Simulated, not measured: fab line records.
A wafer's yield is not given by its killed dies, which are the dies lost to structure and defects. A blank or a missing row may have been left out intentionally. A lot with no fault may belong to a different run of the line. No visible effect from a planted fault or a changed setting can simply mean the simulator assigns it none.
Matching of chambers ; flow n5_finfet ; rie_diel-06 running N5_BEOL_M8_STRIP_36: 4 sister chambers
The step strips in N2/H2. 4 wafers are shown with their chamber, then 7 later ones without.

EACH WAFER AND ITS CHAMBER
wafer;chamber;throttle_valve_pct (%)
L089.5;1;23.29
L091.6;0;24.25
L096.1;2;23.58
L096.3;3;23.76

WAFERS WHOSE CHAMBER IS MISSING
wafer;throttle_valve_pct (%)
L096.5;24.24
L092.1;23.60
L092.3;24.26
L092.6;24.26
L095.3;24.25
L095.5;23.61
L095.6;23.79

CHAMBER TAKEN BY EACH
wafer;from the rows above;in truth
L096.5;0;0
L092.1;2;2
L092.3;0;0
L092.6;0;0
L095.3;0;0
L095.5;2;2
L095.6;3;3
Correct placement for 7 of the 7. From these rows, 0 cannot be placed. 0 placed wrongly.
How it was worked out, from the rows above alone: a wafer's distance from a chamber is the root of the sum, over the readings, of the square of ((its reading less the chamber's mean) divided by the reading's scatter). The wafer belongs to the nearest chamber; if the next one is less than 2 further off, it can't be placed. A chamber's mean is the mean of its shown wafers. The scatter: root of mean squared gap, hidden wafer to nearest shown wafer, with one shown wafer a chamber.
